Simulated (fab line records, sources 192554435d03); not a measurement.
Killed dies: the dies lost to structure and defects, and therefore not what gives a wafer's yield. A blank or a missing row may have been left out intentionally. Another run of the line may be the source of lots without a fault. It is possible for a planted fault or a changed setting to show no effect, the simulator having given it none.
Matching of chambers + flow n5Finfet + rieDiel-03 running N5_BEOL_M7_ETCH_61: 4 sister chambers
The step etches SiARC in CF4, target depth 45.5 nm, time 75.8 s. 4 wafers are shown with their chamber, then 9 later ones without.

EACH WAFER AND ITS CHAMBER
| wafer  | chamber | throttleValvePct (%) |
|--------|---------|----------------------|
| L077.3 | 3       | 15.91                |
| L084.4 | 2       | 15.70                |
| L084.5 | 1       | 15.74                |
| L084.6 | 0       | 15.39                |

WAFERS WHOSE CHAMBER IS MISSING
| wafer  | throttleValvePct (%) |
|--------|----------------------|
| L088.1 | 15.73                |
| L088.3 | 15.77                |
| L088.4 | 15.40                |
| L091.4 | 15.42                |
| L091.5 | 15.73                |
| L091.6 | 15.95                |
| L096.3 | 15.44                |
| L096.5 | 16.00                |
| L096.6 | 15.80                |

EACH ONE'S CHAMBER
| wafer  | from the rows above          | in truth |
|--------|------------------------------|----------|
| L088.1 | can't be placed: 1 or 2      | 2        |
| L088.3 | can't be placed: 1 or 2      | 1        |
| L088.4 | 0                            | 0        |
| L091.4 | 0                            | 0        |
| L091.5 | can't be placed: 1 or 2      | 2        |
| L091.6 | 3                            | 3        |
| L096.3 | 0                            | 0        |
| L096.5 | 3                            | 3        |
| L096.6 | can't be placed: 1 or 2 or 3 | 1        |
Correct placement for 5 of the 9. Unplaceable from these rows: 4, with the true chamber sitting among the candidates in 4. Number placed wrongly: 0.
How it was worked out, from the rows above alone: a wafer's distance from a chamber is the root of the sum, over the readings, of the square of ((its reading less the chamber's mean) divided by the reading's scatter). If the next closest chamber is less than 2 further off than the closest, the wafer can't be placed; otherwise it belongs to the closest. The mean given for a chamber averages the wafers shown for that chamber. The scatter (one wafer shown for each chamber): square how far every hidden wafer sits from the nearest shown wafer, average those squares and take the square root.
